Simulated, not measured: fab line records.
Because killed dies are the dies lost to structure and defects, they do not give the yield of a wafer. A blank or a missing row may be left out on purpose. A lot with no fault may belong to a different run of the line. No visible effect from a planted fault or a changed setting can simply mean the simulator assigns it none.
A struck lot beside a sound one || flow n5_finfet || 36 out of 1938 route steps
Sound: these wafers, L596.2, L596.3, L596.6. Struck: wafers L587.2, L587.4, L587.5. At the end, the cause is stated.
Each step with rows lists, per side, the tool, then ch with its chambers, then its first start. Under that, the readings that differ: sound wafers || struck wafers || difference of the means || sigmas: that difference in standard deviations of wafers without a fault.
alike: words and numbers the same on both sides, and readings whose means are apart by under 2 such deviations; not compared: readings that were withheld, readings missing a value for some wafer, numbers with overlapping values and no deviation given by the record, and bounds like >300 which may hide the same value.
The two part at a step that has a row with sigmas, a row that says differs or no value, or rows on one side only. Non-overlapping numbers with no deviation appear without sigmas and do not part them. Lack of a reading on every wafer of one side parts them only where that side has two or more wafers.

first, 9 steps without rows for these wafers: N5_BEOL_M4_ANNEAL_95 (time 240 s); N5_BEOL_M4_SPUTTER_96 (material Cu, target thk 4.5 nm, time 8.29 s); N5_BEOL_M4_ECD_50 (material Cu, target thk 300 nm); N5_BEOL_M4_ANNEAL_51 (time 90 s); N5_BEOL_M4_CMP_52 (polishes, stops on SiOC, t overpolish 6.8 s, target thk 40 nm); N5_BEOL_M4_PRE_CLEAN_60 (time 15 s); N5_BEOL_M4_CO_CAP_55 (material Co, precursor CCTBA/H2, target thk 2 nm, time 102.1 s); N5_BEOL_M4_PRE_CLEAN_56 (time 15 s); N5_BEOL_M4_DEP_57 (deposits SiCN from 3MS/NH3, target thk 8 nm, time 14 s).
N5_BEOL_M4_RC_MEAS_101:
  sound on prober-01 ch 0, day 13 14:33; struck on prober-02 ch 0, day 10 17:14
{"reading": "IOFF_N (nA/um)", "sound": "0.21 0.27 0.20", "struck": "0.18 0.14 0.13", "difference": -0.08, "sigmas": -2}
{"reading": "SS_N (mV/dec)", "sound": "72.1 73.0 72.6", "struck": "71.9 71.0 70.5", "difference": -1.4, "sigmas": -2}
  alike: DIBL_N, DIBL_P, IOFF_P, ION_N, ION_P, SS_P, VT_N, VT_P
then, 24 steps without rows for these wafers: N5_BEOL_M5_ILD_DEP_00 (deposits SiCOH lowk from DEMS/porogen, target thk 140.64 nm, time 25.9 s); N5_BEOL_M5_CURE_79 (cures SiCOH lowk, time 240 s); N5_BEOL_M5_PECVD_70 (deposits SiO2 from TEOS/O2, target thk 16 nm, time 18 s); N5_BEOL_M5_HM_DEP_02 (deposits TiN, target thk 20 nm); N5_BEOL_M5_COAT_59 (time 60 s, resist thk 60 nm); N5_BEOL_M5_COAT_60 (time 60 s, resist thk 12 nm); N5_BEOL_M5_COAT_71 (time 60 s, resist thk 5 nm); N5_BEOL_M5_COAT_05 (resist thk 30 nm); N5_BEOL_M5_EBR_07; N5_BEOL_M5_SOFTBAKE_06 (time 60 s); N5_BEOL_M5_EXPOSE_08 (exposes mask M5, target cd 28 nm); N5_BEOL_M5_PEB_09 (peb time 60 s); N5_BEOL_M5_DEVELOP_10 (develop time 30 s); N5_BEOL_M5_DESCUM_16 (chemistry O2, time 7 s); N5_BEOL_M5_ETCH_72 (etches underlayer in N2/H2, target depth 6.5 nm, time 5.2 s); N5_BEOL_M5_ETCH_61 (etches SiARC in CF4, target depth 15.6 nm, time 26 s); N5_BEOL_M5_ETCH_62 (etches SOC in N2/H2, target depth 75 nm, overetch 15 nm, time 112.5 s); N5_BEOL_M5_STRIP_63 (strips in N2/H2); N5_BEOL_M5_STRIP_73 (strips in N2/H2); N5_BEOL_M5_STRIP_64 (strips in CF4); N5_BEOL_M5_HM_OPEN_17 (chemistry Cl2/BCl3, target TiN, target depth 20 nm, overetch 6 nm); N5_BEOL_M5_STRIP_19 (strips in O2); N5_BEOL_M5_COAT_65 (time 60 s, resist thk 60 nm); N5_BEOL_M5_COAT_66 (time 60 s, resist thk 12 nm).
N5_BEOL_M7_VIA_ETCH_34: etches SiCOH lowk in C4F6/O2, target depth 125.5 nm, time 50.5 s.
  sound on rie_diel-05 ch 0,1,2, day 14 20:28; struck on rie_diel-06 ch 0,2,3, day 11 17:25
  no value came back on the struck wafers for any of 10 readings (C4F6_flow_sccm (sccm), O2_flow_sccm (sccm) and others); on the sound wafers C4F6_flow_sccm (sccm) reads 9.96 10.08 10.02
{"reading": "model.SiARC_of_BEOL_M7_COAT_64.thk_nm (nm)", "sound": "0 0 0", "struck": "6.4 6.2 6.2", "difference": "+6.3", "sigmas": ""}
{"reading": "model.SOC_of_BEOL_M7_COAT_63.thk_nm (nm)", "sound": "53.4 53.4 53.8", "struck": "60.2 60.2 60.2", "difference": "+6.7", "sigmas": ""}
  not compared: rf_hours_counter_h
-- a jump in the record: the struck wafers' starts before and after are 3 days apart (it breaks off in module BEOL_M7 and resumes in module PASSIVATION, where the first step shown is number 1936 of the route) --
N5_PASSIVATION_PROBE_49:
  rows exist in the record for the struck wafers here (prober-01, day 15 01:31), but not for the sound ones

## WHERE THEY PART
Last at N5_PASSIVATION_PROBE_49 as far as this record goes, first at N5_BEOL_M4_RC_MEAS_101.

WHY: the cause the simulator had injected
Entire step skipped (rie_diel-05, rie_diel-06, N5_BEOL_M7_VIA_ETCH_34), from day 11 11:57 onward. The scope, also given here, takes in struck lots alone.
